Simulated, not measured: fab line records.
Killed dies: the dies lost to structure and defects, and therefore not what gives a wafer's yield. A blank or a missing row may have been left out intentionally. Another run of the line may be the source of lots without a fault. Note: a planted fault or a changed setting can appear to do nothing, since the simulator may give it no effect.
Which tool did it?    flow nand harc    13 lots with 39 wafers sampled at 5 steps, on a route of 1159 steps

## WHAT THE GAUGES SHOWED, per wafer
NHARC_END_SORT_01. Usual: killed at array 24, standard deviation 8.8; killed at other 0.7, standard deviation 0.99; killed at periphery 3.5, standard deviation 2.6; killed dies 28, standard deviation 9.3; killed open 3.2, standard deviation 1.7; killed short 1.7, standard deviation 1.4.
lot   measured      on         killed at array  killed at other  killed at periphery  killed dies  killed open  killed short  flag
L891  day 21 14:24  prober-01  25 22 24         2 1 0            3 4 2                30 27 26     1 2 3        2 0 1         
L893  day 21 23:52  prober-01  12 13 11         2 2 1            0 1 3                14 16 15     5 5 5        0 2 0         

## WHICH TOOL RAN EACH LOT (tool, then ch and the chambers of the sampled wafers, then the start)
lot   NHARC_A_SLIT_ETCH_15                           NHARC_A_WL_FILL_CVD_23            NHARC_A_WL_FILL_ETCHBACK_26       NHARC_A_CONTACT_DEP_28
L888  rie diel-02 ch 0,1, day 15 19:30 or earlier    lpcvd poly-01 ch 0, day 15 19:30  rie si-06 ch 1,3, day 15 22:05    acl dep-03 ch 0, day 16 05:32
L889  rie diel-07 ch 1,2,3, day 15 19:30 or earlier  lpcvd poly-01 ch 0, day 15 19:30  rie si-02 ch 0,2, day 15 22:05    acl dep-02 ch 0, day 16 05:41
L890  rie diel-07 ch 1,2, day 16 10:13 or earlier    lpcvd poly-02 ch 0, day 16 10:13  rie si-06 ch 0,2,3, day 16 12:47  acl dep-02 ch 0, day 16 22:38
L891  rie diel-12 ch 1,3, day 17 19:05 or earlier    lpcvd poly-03 ch 0, day 17 19:05  rie si-02 ch 0,1,3, day 17 21:42  acl dep-02 ch 0, day 18 06:50
L892  rie diel-12 ch 0,1,3, day 16 20:47 or earlier  lpcvd poly-03 ch 0, day 16 20:47  rie si-02 ch 1,2,3, day 16 23:25  acl dep-01 ch 0, day 17 10:44
L893  rie diel-07 ch 0,2,3, day 18 02:47 or earlier  lpcvd poly-03 ch 0, day 18 02:47  rie si-03 ch 0,2, day 18 05:23    acl dep-03 ch 0, day 18 22:17
L899  rie diel-02 ch 1,2, day 18 10:11 or earlier    lpcvd poly-02 ch 0, day 18 10:11  rie si-06 ch 1,2,3, day 18 12:48  acl dep-02 ch 0, day 18 20:12
L897  rie diel-02 ch 1,2,3, day 18 13:29 or earlier  lpcvd poly-01 ch 0, day 18 13:29  rie si-02 ch 1,2,3, day 18 16:06  acl dep-03 ch 0, day 19 00:29
L903  rie diel-12 ch 0,1, day 19 19:36 or earlier    lpcvd poly-01 ch 0, day 19 19:36  rie si-03 ch 0,1,2, day 19 22:12  acl dep-02 ch 0, day 20 05:59
L904  rie diel-12 ch 0,2, day 20 03:53 or earlier    lpcvd poly-01 ch 0, day 20 03:53  rie si-02 ch 1,2,3, day 20 06:28  acl dep-03 ch 0, day 20 17:41
L906  rie diel-02 ch 0,2,3, day 20 08:39 or earlier  lpcvd poly-01 ch 0, day 20 08:39  rie si-02 ch 0,1,3, day 20 11:14  acl dep-03 ch 0, day 20 23:14
L907  rie diel-07 ch 0,2,3, day 21 01:58 or earlier  lpcvd poly-03 ch 0, day 21 01:58  rie si-03 ch 0,1,3, day 21 04:34  acl dep-03 ch 0, day 21 16:40
L911  rie diel-07 ch 1,2, day 21 14:36 or earlier    lpcvd poly-01 ch 0, day 21 14:36  rie si-02 ch 0,1,2, day 21 17:10  acl dep-03 ch 0, day 22 04:04
- NHARC_A_SLIT_ETCH_15: etches the open film in O2/COS, target depth 3200 nm, time 832 s.
- NHARC_A_WL_FILL_CVD_23: deposits poly-Si, target thk 40 nm, time 800 s.
- NHARC_A_WL_FILL_ETCHBACK_26: etches the open film in HBr, target depth 52 nm, time 13.3 s.
- NHARC_A_CONTACT_DEP_28: deposits aC, target thk 3600 nm.

## AS READ BY THE TOOLS THEMSELVES (means over the sampled wafers that have a number; for cases with no such wafer, the mark the record gives instead)
NHARC_A_SLIT_ETCH_15. Usual: drypump motor current A 5.7 A, standard deviation 0.34; oes product au 0.994 a.u., standard deviation 0.0092; rf vpp V 315.1 V, standard deviation 2; showerhead plenum p Torr 3.18 Torr, standard deviation 0.13; throttle valve pct 28.331 %, standard deviation 0.009.
lot   tool         drypump motor current A (A)  oes product au (a.u.)  rf vpp V (V)  showerhead plenum p Torr (Torr)  throttle valve pct (%)  flag
L888  rie diel-02  5.9                          0.986                  315.1         3.19                             28.325                  
L889  rie diel-07  5.4                          1.001                  315.4         3.22                             28.336                  
L890  rie diel-07  5.4                          1.000                  317.5         3.35                             28.328                  
L891  rie diel-12  5.9                          0.983                  314.6         3.11                             28.330                  
L892  rie diel-12  5.7                          0.988                  314.2         3.13                             28.330                  
L893  rie diel-07  5.5                          0.998                  314.6         3.16                             28.328                  
L899  rie diel-02  5.8                          0.999                  315.8         3.20                             28.336                  
L897  rie diel-02  5.8                          0.991                  315.1         3.17                             28.333                  
L903  rie diel-12  5.5                          0.998                  314.2         3.15                             28.335                  
L904  rie diel-12  5.7                          1.000                  315.3         3.24                             28.324                  
L906  rie diel-02  5.9                          0.990                  315.4         3.19                             28.343                  
L907  rie diel-07  5.6                          0.997                  314.8         3.16                             28.328                  
L911  rie diel-07  5.4                          0.988                  317.9         3.35                             28.335                  

NHARC_A_WL_FILL_CVD_23. Usual: spike tc centre C reads 620.5 C (standard deviation 1.3).
lot   tool           spike tc centre C (C)  flag
L888  lpcvd poly-01  620.3                  
L889  lpcvd poly-01  621.2                  
L890  lpcvd poly-02  622.1                  
L891  lpcvd poly-03  619.9                  
L892  lpcvd poly-03  620.0                  
L893  lpcvd poly-03  619.2                  
L899  lpcvd poly-02  621.2                  
L897  lpcvd poly-01  620.8                  
L903  lpcvd poly-01  621.6                  
L904  lpcvd poly-01  621.2                  
L906  lpcvd poly-01  621.2                  
L907  lpcvd poly-03  620.2                  
L911  lpcvd poly-01  621.7                  

NHARC_A_WL_FILL_ETCHBACK_26. Usual: drypump motor current A 5.7 A, standard deviation 0.47; oes product au 1.001 a.u., standard deviation 0.012; throttle valve pct 23.266 %, standard deviation 0.009.
lot   tool       drypump motor current A (A)  oes product au (a.u.)  throttle valve pct (%)  flag
L888  rie si-06  5.8                          1.005                  23.269                  
L889  rie si-02  5.4                          1.006                  23.257                  
L890  rie si-06  6.1                          1.002                  23.265                  
L891  rie si-02  5.9                          1.001                  23.264                  
L892  rie si-02  5.9                          0.989                  23.270                  
L893  rie si-03  4.9                          0.988                  23.275                  
L899  rie si-06  6.0                          1.007                  23.276                  
L897  rie si-02  5.8                          1.002                  23.265                  
L903  rie si-03  5.3                          1.001                  23.266                  
L904  rie si-02  5.8                          0.997                  23.261                  
L906  rie si-02  5.9                          0.986                  23.266                  
L907  rie si-03  5.4                          1.007                  23.273                  
L911  rie si-02  5.5                          1.000                  23.261                  

NHARC_A_CONTACT_DEP_28. Usual: throttle valve pct reads 34.999 % (standard deviation 0.0092).
lot   tool        throttle valve pct (%)  flag
L888  acl dep-03  35.002                  
L889  acl dep-02  34.996                  
L890  acl dep-02  34.997                  
L891  acl dep-02  34.996                  
L892  acl dep-01  35.002                  
L893  acl dep-03  34.998                  
L899  acl dep-02  35.004                  
L897  acl dep-03  35.000                  
L903  acl dep-02  34.994                  
L904  acl dep-03  34.996                  
L906  acl dep-03  34.997                  
L907  acl dep-03  35.004                  
L911  acl dep-03  35.006                  

## THE ANSWER, worked out from the rows above alone
Rule: a lot is off if the mean of its wafers that have a number lies more than 3 standard deviations from the usual mean. Also off: a lot with no number at a reading for which 4 or more lots have one. Where the step has rows for the other lots, those lots are counted as sound. The gauges are gone through in route order, then the tools' own readings, and for those a lot's mean is taken as printed above. The first step at which some lot is off is used, and at that step the reading that is off furthest; a lot without a number counts as furthest.
No lot is off at any reading shown: from this, nothing can be told.

## WHAT WAS PUT IN BY THE SIMULATOR
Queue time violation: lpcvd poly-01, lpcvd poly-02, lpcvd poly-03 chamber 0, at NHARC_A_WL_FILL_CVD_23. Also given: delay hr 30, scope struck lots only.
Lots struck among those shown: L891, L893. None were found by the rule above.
